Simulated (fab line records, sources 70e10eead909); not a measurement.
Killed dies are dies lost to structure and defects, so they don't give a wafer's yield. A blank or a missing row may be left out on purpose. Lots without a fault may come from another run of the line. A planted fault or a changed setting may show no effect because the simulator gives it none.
fab line records | flow nand_harc | part 2 of 2: steps 26 to 34 of 34
record lots=5 wafers=15 last_day=23
route steps=1159 shown P_M0@277 P_M1@285
lots that met no fault: from a run of the same line without faults
start_h: hours from the record's first day to the start of the lot's first wafer shown | wait_h: hours since the lot's step before | " the same as in the row above | L1.1+2: a row that stands for several wafers | - no value, or no start given | * or withheld: withheld | < > ~ a bound
route shown NAME@n: a module of which the file shows steps, and the number in the route of the first | usual: mean/standard deviation of fault-free wafers | same: alike in all rows | chamber/n: place in a boat | sites: the reading at each site | _std_site: their standard deviation | _edge_site: outer sites' mean less inner sites' | radius_mm: how far each site lies from the wafer's centre | mask NAME#n: copy n | behind: the tool/chamber that last shaped the wafer | hold: why the lot was held/for how many hours/how that ended | device: the transistor (n, p or np) that didn't switch | end of line: the same wafers' tests at the end of the route | a step without rows: its recipe alone | killed: dies lost to structure and defects at the first sort, not the wafer's yield | map: a wafer's dies, x killed, . not, _ none there
set.NAME: the setting as run; set.NAME@STEP: as run at that earlier step | model.NAME: the simulator's own value behind a step, which no gauge read
lots at some steps of the route; a table a step, a row a wafer
services: from which hour (start_h, from the record's first day; less than 0 if before it) a tool's chamber was out of use, for how many hours, and why
## steps
# step NHARC_P_M1_ETCH_28
# recipe target_depth_a=300 over_etch_frac=0.3 time_s=72.99 ion_energy_ev=150 cf4_flow_sccm=50 n2_flow_sccm=100 ar_flow_sccm=150 rf_w=300 bias_w=100 chemistry=CF4/N2
# usual drypump_motor_current_A=5.6/0.35 n2_flow_sccm=100.0/0.31 oes_product_au=1.003/0.0093 rf_vpp_V=314.7/1.8 showerhead_plenum_p_Torr=2.66/0.1 throttle_valve_pct=19.794/0.0096
# same time_s=72.99
# columns lot.wafer tool chamber start_h wait_h drypump_motor_current_A n2_flow_sccm oes_product_au rf_hours_counter_h rf_vpp_V showerhead_plenum_p_Torr throttle_valve_pct
L088.3 rie_diel-10 3 - - 5.5 100.5 1.003 0.7 313.4 2.53 19.794
L088.1 " 2 " " 5.3 99.9 0.984 1.0 314.2 2.59 19.780
L088.5 " 3 " " 5.5 100.6 1.012 - 312.9 2.53 19.811
L089.3 rie_diel-04 3 - - 6.4 100.0 0.999 6.3 316.7 2.74 19.810
L089.2 " 0 " " 5.6 99.9 1.011 6.4 317.3 2.77 19.790
L089.1 " 1 " " 6.0 99.9 1.004 5.7 317.7 2.81 19.804
L091.4 rie_diel-04 1 - - 5.9 100.0 1.018 6.5 317.5 2.81 19.807
L091.2 " 3 " " 6.4 99.8 1.000 7.4 316.4 2.74 19.801
L091.5 " 1 " " 5.9 100.0 1.006 - 318.1 2.81 19.799
L090.3 rie_diel-04 3 - - 6.4 99.6 1.000 7.5 314.7 2.74 19.791
L090.1 " 1 " " 5.9 99.9 0.995 6.6 316.5 2.81 19.799
L090.5 " 0 " " 5.6 99.7 0.988 - 316.6 2.77 19.808
L095.1 rie_diel-04 3 - - 6.4 100.5 1.010 9.0 317.2 2.74 19.789
L095.4 " 0 " " 5.6 100.0 0.995 8.6 317.1 2.77 19.796
L095.2 " 1 " " 6.0 100.1 1.003 7.8 315.8 2.81 19.803
# step NHARC_P_M1_STRIP_19
# recipe time_s=600 temp_c=30 chemistry=post_etch_residue_remover
# usual bath_heat_duty_pct=13.1/1.6
# same time_s=600
# columns lot.wafer tool chamber start_h wait_h bath_heat_duty_pct
L088.3 wet_bench-08 2 195.47 - 13.8
L088.1 " 3 " " 10.4
L088.5 " 5 " " 13.8
L089.3 wet_bench-10 5 215.22 - 13.3
L089.1 " 6 " " 12.9
L089.2 " 7 " " 13.4
L091.5 wet_bench-08 1 221.88 - 15.9
L091.4 " 4 " " 11.9
L091.2 " 5 " " 11.8
L090.1 wet_bench-10 3 222.52 - 12.2
L090.3 " 4 " " 13.5
L090.5 " 5 " " 14.6
L095.2 wet_bench-08 5 241.66 - 12.9
L095.1 " 7 " " 13.1
L095.4 " 0 " " 15.6
# step NHARC_P_M1_DEGAS_29
# recipe temp_c=250 time_s=60
# usual heater_power_w=351/39
# same time_s=60
# columns lot.wafer tool chamber start_h wait_h heater_power_w
L088.3 pvd_sputter-03 - 195.75 - 300
L088.1 " - " " 327
L088.5 " - " " 320
L089.2 pvd_sputter-03 - 215.49 - 306
L089.3 " - " " 350
L089.1 " - " " 326
L091.4 pvd_sputter-03 - 222.16 - 322
L091.2 " - " " 300
L091.5 " - " " 330
L090.1 pvd_sputter-01 - 222.78 - 321
L090.3 " - " " 375
L090.5 " - " " 353
L095.4 pvd_sputter-02 - 241.92 - 363
L095.1 " - " " 434
L095.2 " - " " 378
# step NHARC_P_M1_PRE_CLEAN_30
# recipe time_s=30 temp_c=280 gas=H2/He
# usual heater_power_w=429/47
# same time_s=30
# columns lot.wafer tool chamber start_h wait_h heater_power_w
L088.3 pvd_sputter-03 - - - 394
L088.1 " - " " 429
L088.5 " - " " 403
L089.1 pvd_sputter-03 - - - 404
L089.3 " - " " 376
L089.2 " - " " 441
L091.4 pvd_sputter-03 - - - 434
L091.2 " - " " 408
L091.5 " - " " 442
L090.1 pvd_sputter-01 - - - 423
L090.3 " - " " 438
L090.5 " - " " 436
L095.2 pvd_sputter-02 - - - 355
L095.1 " - " " 527
L095.4 " - " " 467
# step NHARC_P_M1_PVD_20
# recipe target_thk_a=50 bias_v=168.6 power_w=15000 chamber_pressure_pa=0.12 time_s=8.06 substrate_temp_c=50 material=TaN
# usual cathode_dc_power_W=15000/2.8 throttle_valve_pct=30.1/1.1
# same time_s=8.06
# columns lot.wafer tool chamber start_h wait_h cathode_dc_power_W throttle_valve_pct
L088.3 pvd_sputter-03 - - - 15003 30.0
L088.1 " - " " 15003 30.7
L088.5 " - " " 15002 31.5
L089.3 pvd_sputter-03 - - - 15001 31.3
L089.1 " - " " 14998 28.4
L089.2 " - " " 15004 30.1
L091.4 pvd_sputter-03 - - - 15003 28.2
L091.2 " - " " 15000 30.3
L091.5 " - " " 14999 28.3
L090.1 pvd_sputter-01 - - - 15001 30.9
L090.3 " - " " 14999 30.0
L090.5 " - " " 14999 30.8
L095.4 pvd_sputter-02 - - - 14998 31.2
L095.1 " - " " 15004 29.6
L095.2 " - " " 15001 31.3
# step NHARC_P_M1_PVD_21
# recipe target_thk_a=300 chamber_pressure_pa=5 power_w=5000 substrate_temp_c=30 time_s=20.49 material=Cu
# usual cathode_dc_power_W=4999.9/0.88 throttle_valve_pct=30.1/1.1
# same time_s=20.49
# columns lot.wafer tool chamber start_h wait_h cathode_dc_power_W throttle_valve_pct
L088.3 pvd_sputter-03 - - - 4999.6 30.0
L088.1 " - " " 5000.1 31.0
L088.5 " - " " 4999.3 31.6
L089.1 pvd_sputter-03 - - - 5001.6 30.7
L089.3 " - " " 4999.8 31.5
L089.2 " - " " 5000.1 30.4
L091.2 pvd_sputter-03 - - - 5000.1 30.1
L091.4 " - " " 4999.5 31.4
L091.5 " - " " 4999.7 30.0
L090.1 pvd_sputter-01 - - - 4997.6 30.7
L090.3 " - " " 5000.8 28.8
L090.5 " - " " 5001.5 29.9
L095.4 pvd_sputter-02 - - - 5001.7 31.1
L095.2 " - " " 5000.3 29.4
L095.1 " - " " 4999.2 31.0
# step NHARC_P_M1_ECD_22
# recipe target_thk_a=4000 bath_temp_c=25 material=Cu
# usual bath_heat_duty_pct=6.7/0.68
# columns lot.wafer tool chamber start_h wait_h bath_heat_duty_pct
L088.1 ecd_cu-02 0 196.19 - 7.0
L088.3 " 1 " " 6.9
L088.5 " 0 " " 8.1
L089.1 ecd_cu-01 0 215.84 - 6.2
L089.2 " 1 " " 5.5
L089.3 " 0 " " 6.4
L091.2 ecd_cu-01 1 222.55 - 6.8
L091.4 " 0 " " 6.0
L091.5 " 0 " " 6.6
L090.1 ecd_cu-02 1 223.15 - 7.3
L090.3 " 1 " " 8.1
L090.5 " 0 " " 7.2
L095.2 ecd_cu-02 0 242.29 - 7.5
L095.1 " 1 " " 7.0
L095.4 " 0 " " 7.4
# step NHARC_P_M1_ANNEAL_31
# recipe temp_c=225 time_s=90
# usual anneal_temp_c_max=226.5/0.68 wafer_temp_C_max=225.99/0.27
# same time_s=90
# columns lot.wafer tool chamber start_h wait_h anneal_temp_c_max wafer_temp_C_max
L088.1 rtp_anneal-02 0 196.51 - 226.6 225.85
L088.3 " 0 " " 226.2 226.02
L088.5 " 0 " " 226.0 226.28
L089.1 rtp_anneal-02 0 216.21 - 226.1 225.85
L089.2 " 0 " " 226.0 225.89
L089.3 " 0 " " 226.0 225.62
L091.2 rtp_anneal-02 0 222.96 0.4 226.2 226.11
L091.4 " 0 " " 226.0 226.18
L091.5 " 0 " " 225.9 226.01
L090.1 rtp_anneal-02 0 223.52 - 226.0 225.68
L090.3 " 0 " " 226.1 225.75
L090.5 " 0 " " 225.8 225.93
L095.1 rtp_anneal-02 0 242.70 - 226.4 225.70
L095.2 " 0 " " 226.1 226.31
L095.4 " 0 " " 226.2 225.89
# step NHARC_P_M1_CMP_23
# recipe t_overpolish_s=20 target_thk_nm=157.82
# usual motor_current_A=11.7/1.1 pad_life_wafers=390/150 time_to_endpoint_s=29.1/2.7
# columns lot.wafer tool chamber start_h wait_h motor_current_A pad_life_wafers time_to_endpoint_s
L088.3 cmp-02 2 196.89 - 12.5 451 29.3
L088.1 " 3 " " 9.7 452 25.4
L088.5 " 1 " " 13.2 - 30.1
L089.3 cmp-01 1 216.56 - 12.1 162 29.1
L089.2 " 2 " " 12.4 163 26.4
L089.1 " 0 " " 10.8 165 34.6
L091.4 cmp-02 0 223.26 - 11.5 588 30.6
L091.2 " 2 " " 11.5 590 32.3
L091.5 " 1 " " 12.4 - 32.4
L090.3 cmp-02 0 223.92 - 11.2 595 27.6
L090.1 " 2 " " 11.2 597 30.9
L090.5 " 0 " " 11.1 - 27.8
L095.4 cmp-01 3 243.04 - 12.7 318 28.9
L095.2 " 1 " " 11.8 320 28.5
L095.1 " 2 " " 11.9 321 28.6
## services
# columns tool chamber start_h hours kind
rie_diel-04 0 169.98 - clean
rie_diel-04 1 169.98 - clean
rie_diel-04 2 169.98 - clean
rie_diel-04 3 169.98 - clean
ecd_cu-01 - 171.45 7.5 repair
rie_diel-10 - 176.50 9.0 pm
cmp-02 - 177.95 2.4 repair
cmp-01 - 179.50 4.0 pm
ecd_cu-02 - 180.00 8.0 pm
pvd_sputter-03 - 180.58 0.6 repair
rie_diel-11 - 189.51 9.0 pm
rie_diel-04 0 194.81 - clean
rie_diel-04 1 194.81 - clean
rie_diel-04 2 194.81 - clean
arfi_scanner-01 - 196.00 4.0 pm
arfi_scanner-01 - 200.44 7.2 repair
cmp-01 - 206.10 1.1 repair
arfi_scanner-01 - 208.39 1.1 repair
pvd_sputter-02 - 214.00 10.0 pm
pvd_sputter-01 - 214.17 1.6 repair
cmp-02 - 226.64 4.0 pm
pvd_sputter-03 - 227.65 5.1 repair
cmp-01 - 235.46 0.4 repair
pecvd-01 - 237.19 13.0 pm
